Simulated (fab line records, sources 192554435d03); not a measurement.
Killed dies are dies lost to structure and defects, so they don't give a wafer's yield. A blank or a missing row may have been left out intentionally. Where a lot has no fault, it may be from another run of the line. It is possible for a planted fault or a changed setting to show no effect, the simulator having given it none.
Which tool did it? -- flow n5Finfet -- 24 lots, 72 wafers sampled, at 6 steps of a route of 1938

== WHAT THE GAUGES READ, wafer by wafer ==
N5_BEOL_M6_THK_MEAS_53: measures by xrf.
lot,measured,on,M6_THK (nm)
L074,day 9 17:33,filmMetro-01,78.3 77.5 77.8
L075,day 9 21:15,filmMetro-02,78.8 78.1 77.2
L076,day 9 23:02,filmMetro-01,82.9 80.1 82.4
L078,day 9 23:19,filmMetro-01,80.2 80.9 78.5
L077,day 10 08:21,filmMetro-02,77.5 79.6 81.4
L081,day 10 12:44,filmMetro-01,79.1 78.7 80.3
L080,day 10 19:26,filmMetro-02,79.1 76.7 79.4
L079,day 10 20:29,filmMetro-02,82.3 81.1 83.2
L083,day 11 00:15,filmMetro-01,76.0 82.7 76.5
L082,day 11 00:32,filmMetro-02,75.5 78.9 76.3
L084,day 11 18:55,filmMetro-01,77.3 76.4 84.5
L085,day 11 21:25,filmMetro-02,76.7 81.0 77.7
L086,day 12 05:59,filmMetro-02,80.7 82.9 79.5
L088,day 12 10:05,filmMetro-01,78.6 85.6 78.0
L092,day 12 23:39,filmMetro-02,81.7 80.0 80.9
L089,day 13 00:03,filmMetro-02,84.0 80.0 79.3
L087,day 13 00:14,filmMetro-01,81.8 83.3 77.0
L090,day 13 09:24,filmMetro-01,78.6 79.0 79.3
L091,day 13 09:52,filmMetro-01,75.4 80.0 79.5
L093,day 13 15:19,filmMetro-01,84.4 78.0 75.0
L094,day 13 15:30,filmMetro-02,78.2 78.9 83.2
L095,day 14 22:26,filmMetro-01,80.7 77.9 78.8
L097,day 15 05:05,filmMetro-02,80.4 78.8 75.2
L096,day 16 01:02,filmMetro-02,81.5 81.2 83.7

N5_BEOL_M7_CD_MEAS_11 targets a cd of 38.5 nm.
lot,measured,on,cdNm (nm)
L074,day 9 19:53,cdSem-03,38.0 38.4 38.2
L075,day 9 23:04,cdSem-01,38.5 37.6 38.8
L076,day 10 02:17,cdSem-03,38.7 38.7 38.7
L078,day 10 02:31,cdSem-01,38.2 38.9 39.3
L077,day 10 10:36,cdSem-02,38.9 38.3 39.0
L081,day 10 16:12,cdSem-02,37.8 38.1 37.9
L080,day 10 22:06,cdSem-03,39.3 39.5 38.5
L079,day 10 22:36,cdSem-03,37.8 37.9 37.3
L083,day 11 02:15,cdSem-03,37.9 38.6 38.5
L082,day 11 02:25,cdSem-03,38.7 38.6 37.7
L084,day 11 20:42,cdSem-03,38.7 38.8 38.7
L085,day 11 23:46,cdSem-01,39.2 39.1 38.4
L086,day 12 08:11,cdSem-01,38.4 38.3 37.9
L088,day 12 11:43,cdSem-02,38.4 38.4 38.0
L092,day 13 02:03,cdSem-02,38.1 38.0 38.8
L089,day 13 02:13,cdSem-02,39.3 37.5 38.6
L087,day 13 02:23,cdSem-01,39.1 39.1 39.0
L090,day 13 12:15,cdSem-03,38.3 39.3 39.4
L091,day 13 12:32,cdSem-03,39.2 39.8 39.7
L093,day 13 17:59,cdSem-02,38.2 38.8 38.8
L094,day 13 18:13,cdSem-02,38.9 39.7 39.0
L095,day 15 01:00,cdSem-02,39.0 39.3 38.2
L097,day 15 07:51,cdSem-01,39.3 39.1 39.6
L096,day 16 04:26,cdSem-02,39.0 38.4 38.5

N5_BEOL_M7_CD_MEAS_18: pitch 80 nm, target cd 40 nm.
lot,measured,on,cdNm (nm)
L074,day 9 20:35,cdSem-02,39.9 40.3 39.5
L075,day 9 23:44,cdSem-01,39.9 39.4 40.6
L076,day 10 02:50,cdSem-01,40.1 41.2 40.4
L078,day 10 03:07,cdSem-01,40.0 40.4 40.4
L077,day 10 11:14,cdSem-01,40.3 39.6 40.4
L081,day 10 16:45,cdSem-03,38.9 40.2 39.1
L080,day 10 22:44,cdSem-02,40.8 40.5 39.8
L079,day 10 23:09,cdSem-02,38.8 39.1 38.8
L083,day 11 02:49,cdSem-03,40.0 40.1 40.5
L082,day 11 02:58,cdSem-01,40.1 39.9 39.1
L084,day 11 21:16,cdSem-02,40.3 40.5 40.1
L085,day 12 00:28,cdSem-03,41.2 40.4 39.8
L086,day 12 08:46,cdSem-03,40.5 40.8 39.6
L088,day 12 12:18,cdSem-02,39.5 39.6 38.7
L092,day 13 02:38,cdSem-03,39.8 39.7 39.8
L089,day 13 02:48,cdSem-03,40.9 38.7 40.5
L087,day 13 02:58,cdSem-02,41.3 41.2 40.3
L090,day 13 12:48,cdSem-03,39.7 41.2 41.0
L091,day 13 13:05,cdSem-03,40.7 40.9 41.0
L093,day 13 18:32,cdSem-01,40.5 41.2 40.0
L094,day 13 18:46,cdSem-03,39.9 40.1 40.5
L095,day 15 01:33,cdSem-02,40.2 40.7 39.7
L097,day 15 08:24,cdSem-01,40.2 41.2 41.7
L096,day 16 05:15,cdSem-02,40.8 39.7 39.9

== WHICH TOOL RAN EACH LOT (tool, then ch and the chambers of the sampled wafers, then the start) ==
lot,N5_BEOL_M6_DESCUM_16,N5_BEOL_M6_ETCH_62,N5_BEOL_M6_ETCH_72
L074,"rieDiel-06 ch 0,3, day 9 12:32","rieDiel-06 ch 0,3, day 9 12:38","rieDiel-03 ch 0,2,3, day 9 14:59"
L075,"rieDiel-03 ch 0,2, day 9 16:23","rieDiel-03 ch 0,2, day 9 16:29","rieDiel-06 ch 1,2, day 9 18:22"
L076,"rieDiel-06 ch 1,2,3, day 9 16:35","rieDiel-06 ch 1,2,3, day 9 16:41","rieDiel-01 ch 1,2,3, day 9 18:34"
L078,"rieDiel-01 ch 0,2,3, day 9 16:57","rieDiel-01 ch 0,2,3, day 9 17:02","rieDiel-03 ch 0,1,2, day 9 18:36"
L077,"rieDiel-06 ch 0,2,3, day 10 02:49","rieDiel-06 ch 0,2,3, day 10 02:55","rieDiel-01 ch 0,1,2, day 10 04:47"
L081,"rieDiel-06 ch 0,2, day 10 08:09","rieDiel-06 ch 0,2, day 10 08:14","rieDiel-03 ch 0,2,3, day 10 09:14"
L080,"rieDiel-01 ch 0,2, day 10 11:13","rieDiel-01 ch 0,2, day 10 11:19","rieDiel-01 ch 0,1, day 10 15:05"
L079,"rieDiel-06 ch 2,3, day 10 16:05","rieDiel-06 ch 2,3, day 10 16:11","rieDiel-01 ch 2,3, day 10 17:48"
L083,"rieDiel-06 ch 0,2,3, day 10 19:07","rieDiel-06 ch 0,2,3, day 10 19:12","rieDiel-06 ch 0,2,3, day 10 21:21"
L082,"rieDiel-01 ch 1,2, day 10 19:38","rieDiel-01 ch 1,2, day 10 19:44","rieDiel-03 ch 1,2, day 10 21:41"
L084,"rieDiel-06 ch 1,2, day 11 13:22","rieDiel-06 ch 1,2, day 11 13:27","rieDiel-06 ch 1,2,3, day 11 15:53"
L085,"rieDiel-01 ch 1,2, day 11 17:08","rieDiel-01 ch 1,2, day 11 17:13","rieDiel-01 ch 0,1,2, day 11 18:28"
L086,"rieDiel-03 ch 0,1,3, day 12 01:20","rieDiel-03 ch 0,1,3, day 12 01:26","rieDiel-03 ch 1,2,3, day 12 02:54"
L088,"rieDiel-06 ch 2,3, day 12 04:47","rieDiel-06 ch 2,3, day 12 04:53","rieDiel-06 ch 1,2,3, day 12 07:01"
L092,"rieDiel-06 ch 1,2, day 12 18:52","rieDiel-06 ch 1,2, day 12 18:57","rieDiel-01 ch 1,2, day 12 20:39"
L089,"rieDiel-01 ch 0,1,3, day 12 19:15","rieDiel-01 ch 0,1,3, day 12 19:20","rieDiel-03 ch 1,2,3, day 12 21:08"
L087,"rieDiel-06 ch 1,2, day 12 19:15","rieDiel-06 ch 1,2, day 12 19:20","rieDiel-06 ch 0,1,2, day 12 21:31"
L090,"rieDiel-01 ch 1,3, day 13 02:26","rieDiel-01 ch 1,3, day 13 02:31","rieDiel-01 ch 1,2, day 13 06:18"
L091,"rieDiel-03 ch 1,2,3, day 13 03:50","rieDiel-03 ch 1,2,3, day 13 03:56","rieDiel-06 ch 0,1,3, day 13 06:43"
L093,"rieDiel-06 ch 1,2,3, day 13 09:22","rieDiel-06 ch 1,2,3, day 13 09:27","rieDiel-01 ch 0,1,3, day 13 11:35"
L094,"rieDiel-01 ch 0,3, day 13 09:38","rieDiel-01 ch 0,3, day 13 09:43","rieDiel-06 ch 0,2,3, day 13 11:32"
L095,"rieDiel-03 ch 0,2,3, day 14 15:59","rieDiel-03 ch 0,2,3, day 14 16:04","rieDiel-01 ch 0,2, day 14 18:55"
L097,"rieDiel-03 ch 0,1,3, day 15 00:51","rieDiel-03 ch 0,1,3, day 15 00:56","rieDiel-01 ch 0,1,2, day 15 01:46"
L096,"rieDiel-03 ch 0,1,3, day 15 20:20","rieDiel-03 ch 0,1,3, day 15 20:26","rieDiel-06 ch 0,1, day 15 21:40"
- N5_BEOL_M6_DESCUM_16: chemistry O2, time 7.9 s.
- N5_BEOL_M6_ETCH_62: etches SOC in N2/H2, target depth 110 nm, overetch 22 nm, time 165 s.
- N5_BEOL_M6_ETCH_72: etches underlayer in N2/H2, target depth 6.5 nm, time 5.2 s.

== AS READ BY THE TOOLS THEMSELVES (means over the sampled wafers that have a number; for cases with no such wafer, the mark the record gives instead) ==
N5_BEOL_M6_DESCUM_16.
lot,tool,drypumpMotorCurrentA (A),oesProductAu (a.u.),rfFwdPowerW (W),rfVppV (V),showerheadPlenumPTorr (Torr),throttleValvePct (%)
L074,rieDiel-06,5.4,0.82,49.49,244.1,2.15,20.45
L075,rieDiel-03,5.9,0.71,49.32,243.2,2.10,20.69
L076,rieDiel-06,5.7,0.75,49.55,244.1,2.11,20.43
L078,rieDiel-01,6.3,0.79,49.55,243.7,2.13,20.71
L077,rieDiel-06,5.4,0.78,49.50,244.0,2.13,20.42
L081,rieDiel-06,5.6,0.77,49.77,244.4,2.15,20.42
L080,rieDiel-01,6.3,0.85,49.54,243.8,2.15,20.58
L079,rieDiel-06,5.3,0.78,49.34,243.9,2.11,20.42
L083,rieDiel-06,5.5,0.77,49.48,243.5,2.13,20.43
L082,rieDiel-01,6.0,0.77,49.34,242.3,2.03,20.39
L084,rieDiel-06,5.7,0.80,49.52,243.6,2.08,20.28
L085,rieDiel-01,6.0,0.76,49.20,242.0,2.02,20.41
L086,rieDiel-03,6.0,0.77,49.08,243.4,2.08,20.53
L088,rieDiel-06,5.3,0.76,49.49,244.2,2.10,20.43
L092,rieDiel-06,6.1,0.86,49.58,243.9,2.10,20.24
L089,rieDiel-01,6.2,0.80,49.45,243.0,2.07,20.49
L087,rieDiel-06,5.8,0.79,49.49,242.2,2.08,20.29
L090,rieDiel-01,6.0,0.79,49.58,242.1,2.00,20.41
L091,rieDiel-03,5.7,0.77,49.29,243.5,2.05,20.24
L093,rieDiel-06,5.7,0.80,49.53,242.5,2.10,20.35
L094,rieDiel-01,6.4,0.80,49.53,244.4,2.14,20.59
L095,rieDiel-03,5.9,0.73,49.32,241.7,2.04,20.37
L097,rieDiel-03,6.0,0.75,49.27,242.7,2.07,20.58
L096,rieDiel-03,5.9,0.74,49.17,242.7,2.06,20.58

N5_BEOL_M6_ETCH_62.
lot,tool,drypumpMotorCurrentA (A),oesProductAu (a.u.),rfFwdPowerW (W),rfVppV (V),showerheadPlenumPTorr (Torr),throttleValvePct (%)
L074,rieDiel-06,5.4,0.69,838.0,525.7,2.60,17.69
L075,rieDiel-03,5.9,0.60,834.1,524.6,2.51,17.89
L076,rieDiel-06,5.7,0.64,835.1,524.5,2.57,17.91
L078,rieDiel-01,6.3,0.67,836.6,524.8,2.58,18.00
L077,rieDiel-06,5.5,0.66,839.1,525.4,2.58,17.73
L081,rieDiel-06,5.6,0.64,835.5,525.9,2.60,17.72
L080,rieDiel-01,6.3,0.71,836.6,526.0,2.61,17.89
L079,rieDiel-06,5.3,0.68,834.2,524.7,2.56,17.76
L083,rieDiel-06,5.5,0.65,837.8,525.0,2.58,17.75
L082,rieDiel-01,6.0,0.65,838.4,521.8,2.46,17.72
L084,rieDiel-06,5.8,0.67,841.1,524.0,2.55,17.82
L085,rieDiel-01,6.1,0.64,840.2,521.9,2.45,17.73
L086,rieDiel-03,5.9,0.65,837.2,523.4,2.50,17.81
L088,rieDiel-06,5.3,0.66,836.3,525.3,2.55,17.78
L092,rieDiel-06,6.1,0.72,838.3,524.5,2.58,17.82
L089,rieDiel-01,6.2,0.67,836.6,523.8,2.51,17.81
L087,rieDiel-06,5.8,0.66,836.8,524.0,2.55,17.85
L090,rieDiel-01,6.0,0.66,838.1,521.3,2.43,17.71
L091,rieDiel-03,5.7,0.64,838.7,523.0,2.52,17.78
L093,rieDiel-06,5.7,0.68,837.1,524.4,2.56,17.82
L094,rieDiel-01,6.4,0.69,837.9,524.5,2.59,17.93
L095,rieDiel-03,5.9,0.61,837.4,522.2,2.48,17.79
L097,rieDiel-03,6.0,0.63,837.6,522.8,2.49,17.85
L096,rieDiel-03,6.0,0.63,836.8,522.8,2.49,17.86

N5_BEOL_M6_ETCH_72.
lot,tool,drypumpMotorCurrentA (A),etchRfOnTimeS (s),oesProductAu (a.u.),rfFwdPowerW (W),rfVppV (V),showerheadPlenumPTorr (Torr),throttleValvePct (%)
L074,rieDiel-03,5.9,5.26,0.63,815.6,522.9,2.50,17.76
L075,rieDiel-06,6.1,5.36,0.60,819.6,524.0,2.58,18.10
L076,rieDiel-01,6.1,5.15,0.65,819.8,522.3,2.50,17.93
L078,rieDiel-03,5.6,5.25,0.63,819.2,523.5,2.54,17.93
L077,rieDiel-01,6.2,5.36,0.66,820.2,524.8,2.54,17.84
L081,rieDiel-03,5.9,5.23,0.63,818.3,523.0,2.50,17.75
L080,rieDiel-01,6.3,5.48,0.62,822.5,523.9,2.56,17.88
L079,rieDiel-01,6.2,5.05,0.71,819.4,524.9,2.56,18.03
L083,rieDiel-06,5.5,5.39,0.64,820.6,524.8,2.58,17.79
L082,rieDiel-03,5.4,5.34,0.62,818.2,524.4,2.55,17.91
L084,rieDiel-06,5.7,5.35,0.70,820.3,523.7,2.57,17.82
L085,rieDiel-01,6.3,5.33,0.65,817.8,524.6,2.53,17.86
L086,rieDiel-03,5.7,5.28,0.65,821.0,523.2,2.52,17.79
L088,rieDiel-06,5.7,5.42,0.69,823.0,523.8,2.57,17.85
L092,rieDiel-01,6.1,5.30,0.63,820.4,522.0,2.45,17.78
L089,rieDiel-03,5.7,5.32,0.64,817.1,523.0,2.52,17.80
L087,rieDiel-06,5.9,5.21,0.68,819.3,524.8,2.58,17.83
L090,rieDiel-01,6.2,5.22,0.67,816.3,523.7,2.51,17.87
L091,rieDiel-06,5.9,5.32,0.69,822.2,526.1,2.60,17.79
L093,rieDiel-01,6.2,5.20,0.67,818.5,523.0,2.50,17.84
L094,rieDiel-06,5.5,5.35,0.63,821.5,525.3,2.57,17.82
L095,rieDiel-01,6.3,5.36,0.67,819.9,525.0,2.59,17.99
L097,rieDiel-01,6.2,5.35,0.63,817.7,522.4,2.52,17.93
L096,rieDiel-06,6.2,5.11,0.70,818.1,526.0,2.60,17.85

== THE ANSWER, worked out from the rows above alone ==
Rule: usual is defined by the lots themselves. Put in order of their means at a reading, lots are off if they are a third of the lots or fewer, leave a main group of 4 or more, and stand apart from it by a gap of 3 or more times the standard deviation of the main group's means; of several such gaps the widest counts. Not used: any main group whose means are identical at the precision the tables above print for the reading. A lot without any number at a reading at which 4 lots or more have one is off too. Where the step has rows for the other lots, those lots are counted as sound. Order of review: gauges by route order, followed by the tools' own readings, for which a lot's mean as printed above is used. The first step at which some lot is off is used, and at that step the reading that is off furthest; a lot without a number counts as furthest.
No lot is off at any reading shown: from this, nothing can be told.

== WHAT HAD BEEN PUT IN BY THE SIMULATOR ==
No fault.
